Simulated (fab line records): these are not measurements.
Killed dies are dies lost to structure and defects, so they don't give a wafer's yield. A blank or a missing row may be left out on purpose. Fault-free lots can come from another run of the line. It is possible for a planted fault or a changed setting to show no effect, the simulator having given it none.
Matching of chambers	flow n5_finfet	N5_BEOL_M8_ALD_77 on ald_metal-02 has 4 sister chambers
The step deposits TaN, target thk 2 nm, pulse time 2 s, purge time 3 s. 8 wafers are shown with their chamber, then 9 later ones without.

EACH WAFER AND ITS CHAMBER
wafer	chamber	heater_power_w (W)	mfc_carrier_sccm (sccm)
L081.3	2	410	1501
L079.3	0	500	1497
L083.1	2	412	1499
L083.2	3	375	1500
L083.3	1	540	1499
L086.4	1	533	1501
L086.5	0	508	1493
L086.6	3	387	1495

WAFERS WITHOUT THEIR CHAMBER
wafer	heater_power_w (W)	mfc_carrier_sccm (sccm)
L092.1	502	1492
L092.4	566	1497
L092.5	401	1500
L090.1	381	1493
L090.4	405	1509
L090.6	555	1510
L095.1	390	1498
L095.3	417	1500
L095.4	515	1495

CHAMBER TAKEN BY EACH
wafer	from the rows above	in truth
L092.1	0	0
L092.4	1	1
L092.5	can't be placed: 2 or 3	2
L090.1	3	3
L090.4	2	2
L090.6	1	1
L095.1	3	3
L095.3	2	2
L095.4	0	0
Correctly placed: 8 of 9. Not placeable from these rows: 1 (in 1, the candidates include the true chamber). Wrongly placed: 0.
How it was worked out, from the rows above alone: a wafer's distance from a chamber is the root of the sum, over the readings, of the square of ((its reading less the chamber's mean) divided by the reading's scatter). If the next closest chamber is less than 2 further off than the closest, the wafer can't be placed; otherwise it belongs to the closest. Each chamber's mean is taken over the wafers shown for it. How the scatter is found: for the shown wafers, subtract from each reading the mean of its chamber, square and add these, divide the total by (wafers less chambers), then take the root.
